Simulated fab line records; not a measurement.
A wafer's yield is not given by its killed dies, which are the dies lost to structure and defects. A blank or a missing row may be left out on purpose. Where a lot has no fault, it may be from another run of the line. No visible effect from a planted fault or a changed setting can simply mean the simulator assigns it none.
Split-lot study || flow n5 finfet || 21 wafers read from 7 lots, route of 1938 steps

== ABOUT THE SPLIT ==
At N5_BEOL_M11_DESCUM_16 (chemistry O2, time 7.9 s), the setting time s was moved away from the recipe's 7.9 s on 7 of the 21 wafers read, by -19.2% to +11.6%. For the rest of the wafers, this setting stayed at what the recipe calls for.

Between the split and the reading, the file records no step.

== THE READING ==
CAR-ArF_of_BEOL_M11_COAT_05.thk nm (the simulator's own value, which no gauge read), in nm, at N5_BEOL_M11_ETCH_61 (etches SiARC in CF4, target depth 39 nm, time 65 s). There is no usual value for it anywhere in the file. Average 55.5 nm, standard deviation 0.19 nm, over the 14 wafers here run with the recipe.

{"wafer": "L075.1", "tool, chamber at the split": "rie diel-04, 0,3", "time s as run, s": 7.9, "against the recipe": "recipe", "CAR-ArF_of_BEOL_M11_COAT_05.thk nm, nm": 55.6, "against lot-mates on the recipe": "-"}
{"wafer": "L075.3", "tool, chamber at the split": "rie diel-04, 0,3", "time s as run, s": 7.9, "against the recipe": "recipe", "CAR-ArF_of_BEOL_M11_COAT_05.thk nm, nm": 55.6, "against lot-mates on the recipe": "-"}
{"wafer": "L075.6", "tool, chamber at the split": "rie diel-04, 1", "time s as run, s": 7.9, "against the recipe": "recipe", "CAR-ArF_of_BEOL_M11_COAT_05.thk nm, nm": 55.8, "against lot-mates on the recipe": "-"}
{"wafer": "L080.2", "tool, chamber at the split": "rie diel-02, 3,1", "time s as run, s": 7.9, "against the recipe": "recipe", "CAR-ArF_of_BEOL_M11_COAT_05.thk nm, nm": 55.4, "against lot-mates on the recipe": "-"}
{"wafer": "L080.4", "tool, chamber at the split": "rie diel-02, 0", "time s as run, s": 7.9, "against the recipe": "recipe", "CAR-ArF_of_BEOL_M11_COAT_05.thk nm, nm": 55.6, "against lot-mates on the recipe": "-"}
{"wafer": "L080.6", "tool, chamber at the split": "rie diel-02, 3,1", "time s as run, s": 7.9, "against the recipe": "recipe", "CAR-ArF_of_BEOL_M11_COAT_05.thk nm, nm": 55.2, "against lot-mates on the recipe": "-"}
{"wafer": "L082.2", "tool, chamber at the split": "rie diel-02, 1", "time s as run, s": 8.569, "against the recipe": "+8.5%", "CAR-ArF_of_BEOL_M11_COAT_05.thk nm, nm": 55.2, "against lot-mates on the recipe": -0.4}
{"wafer": "L082.4", "tool, chamber at the split": "rie diel-02, 0", "time s as run, s": 7.9, "against the recipe": "recipe", "CAR-ArF_of_BEOL_M11_COAT_05.thk nm, nm": 55.6, "against lot-mates on the recipe": "-"}
{"wafer": "L082.6", "tool, chamber at the split": "rie diel-02, 3", "time s as run, s": 7.9, "against the recipe": "recipe", "CAR-ArF_of_BEOL_M11_COAT_05.thk nm, nm": 55.6, "against lot-mates on the recipe": "-"}
{"wafer": "L091.3", "tool, chamber at the split": "rie diel-04, 3", "time s as run, s": 7.9, "against the recipe": "recipe", "CAR-ArF_of_BEOL_M11_COAT_05.thk nm, nm": 55.4, "against lot-mates on the recipe": "-"}
{"wafer": "L091.4", "tool, chamber at the split": "rie diel-04, 3", "time s as run, s": 7.9, "against the recipe": "recipe", "CAR-ArF_of_BEOL_M11_COAT_05.thk nm, nm": 55.2, "against lot-mates on the recipe": "-"}
{"wafer": "L091.5", "tool, chamber at the split": "rie diel-04, 2", "time s as run, s": 6.387, "against the recipe": "-19.2%", "CAR-ArF_of_BEOL_M11_COAT_05.thk nm, nm": 56.4, "against lot-mates on the recipe": "+1.1"}
{"wafer": "L097.1", "tool, chamber at the split": "rie diel-04, 1", "time s as run, s": 7.363, "against the recipe": "-6.8%", "CAR-ArF_of_BEOL_M11_COAT_05.thk nm, nm": 55.8, "against lot-mates on the recipe": "no lot-mate on the recipe"}
{"wafer": "L097.3", "tool, chamber at the split": "rie diel-04, 2,3", "time s as run, s": 7.363, "against the recipe": "-6.8%", "CAR-ArF_of_BEOL_M11_COAT_05.thk nm, nm": 56, "against lot-mates on the recipe": "no lot-mate on the recipe"}
{"wafer": "L097.6", "tool, chamber at the split": "rie diel-04, 2,3", "time s as run, s": 7.363, "against the recipe": "-6.8%", "CAR-ArF_of_BEOL_M11_COAT_05.thk nm, nm": 56, "against lot-mates on the recipe": "no lot-mate on the recipe"}
{"wafer": "L094.2", "tool, chamber at the split": "rie diel-06, 2,1", "time s as run, s": 8.82, "against the recipe": "+11.6%", "CAR-ArF_of_BEOL_M11_COAT_05.thk nm, nm": 55.4, "against lot-mates on the recipe": -0.4}
{"wafer": "L094.3", "tool, chamber at the split": "rie diel-06, 2,1", "time s as run, s": 8.82, "against the recipe": "+11.6%", "CAR-ArF_of_BEOL_M11_COAT_05.thk nm, nm": 55.4, "against lot-mates on the recipe": -0.4}
{"wafer": "L094.4", "tool, chamber at the split": "rie diel-06, 3", "time s as run, s": 7.9, "against the recipe": "recipe", "CAR-ArF_of_BEOL_M11_COAT_05.thk nm, nm": 55.8, "against lot-mates on the recipe": "-"}
{"wafer": "L096.1", "tool, chamber at the split": "rie diel-06, 2", "time s as run, s": 7.9, "against the recipe": "recipe", "CAR-ArF_of_BEOL_M11_COAT_05.thk nm, nm": 55.4, "against lot-mates on the recipe": "-"}
{"wafer": "L096.2", "tool, chamber at the split": "rie diel-06, 1,0", "time s as run, s": 7.9, "against the recipe": "recipe", "CAR-ArF_of_BEOL_M11_COAT_05.thk nm, nm": 55.8, "against lot-mates on the recipe": "-"}
{"wafer": "L096.3", "tool, chamber at the split": "rie diel-06, 1,0", "time s as run, s": 7.9, "against the recipe": "recipe", "CAR-ArF_of_BEOL_M11_COAT_05.thk nm, nm": 55.6, "against lot-mates on the recipe": "-"}
Rows listing several chambers each stand for several wafers; the file does not say which wafer went through which chamber.

FIT RESULTS
A straight line over all 21 wafers: CAR-ArF_of_BEOL_M11_COAT_05.thk nm changes by -0.0356 nm for each +1% of time s; r = -0.77; the points scatter about the line by 0.2 nm.
The same after taking each lot's own level away (the mean of its wafers on the recipe; 18 wafers): -0.0481 nm for each +1%; r = -0.92; scatter 0.13 nm.
According to that fit, moving time s by its largest amount changes the reading by 0.92 nm.
The span of the lots' own levels, 55.30 to 55.80 nm, comes to 2.6 times the standard deviation stated above.
So the lot-to-lot level blurs the effect unless lot-mates are compared.
Check: with one of the wafers moved furthest among these (-19.2%) left out of the fit, the line predicts +0.705 nm for it against its lot-mates. It came out at +1.1 nm against them.

== THESE WAFERS: OTHER SPLITS ==
Note: prior to the reading, these wafers also went through further splits. Each is held against what the fit with the lots' levels taken away leaves over:
{"other split on the same wafers": "N5_BEOL_M8_DESCUM_16 time s", "wafers away from the commonest value": 9, "r with CAR-ArF_of_BEOL_M11_COAT_05.thk nm (lot level and that fit taken away)": -0.02}
{"other split on the same wafers": "N5_BEOL_M8_COAT_63 spin rpm", "wafers away from the commonest value": 6, "r with CAR-ArF_of_BEOL_M11_COAT_05.thk nm (lot level and that fit taken away)": "+0.09"}
{"other split on the same wafers": "N5_BEOL_M9_CMP_52 down force psi", "wafers away from the commonest value": 7, "r with CAR-ArF_of_BEOL_M11_COAT_05.thk nm (lot level and that fit taken away)": -0.06}
{"other split on the same wafers": "N5_BEOL_M10_COAT_64 spin rpm", "wafers away from the commonest value": 8, "r with CAR-ArF_of_BEOL_M11_COAT_05.thk nm (lot level and that fit taken away)": "+0.21"}
{"other split on the same wafers": "N5_BEOL_M10_DEVELOP_27 develop time s", "wafers away from the commonest value": 6, "r with CAR-ArF_of_BEOL_M11_COAT_05.thk nm (lot level and that fit taken away)": -0.30}

== THE WHOLE CHAIN: every reading that the file lists as answering this split, in the file's order ==
{"step": "N5_BEOL_M11_DESCUM_16", "what it does": "chemistry O2, time 7.9 s", "reading": "CAR-ArF_of_BEOL_M11_COAT_05.thk nm (the simulator's own value, which no gauge read)", "change (the file's fit)": "-0.0566 nm for each +1% of the setting", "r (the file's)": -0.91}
{"step": "N5_BEOL_M11_ETCH_61", "what it does": "etches SiARC in CF4, target depth 39 nm, time 65 s", "reading": "CAR-ArF_of_BEOL_M11_COAT_05.thk nm (the simulator's own value, which no gauge read)", "change (the file's fit)": "-0.0507 nm for each +1% of the setting", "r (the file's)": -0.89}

== THE FILE'S OWN FIT ==
CAR-ArF_of_BEOL_M11_COAT_05.thk nm changes by -0.0507 nm for each +1% of time s, r = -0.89.
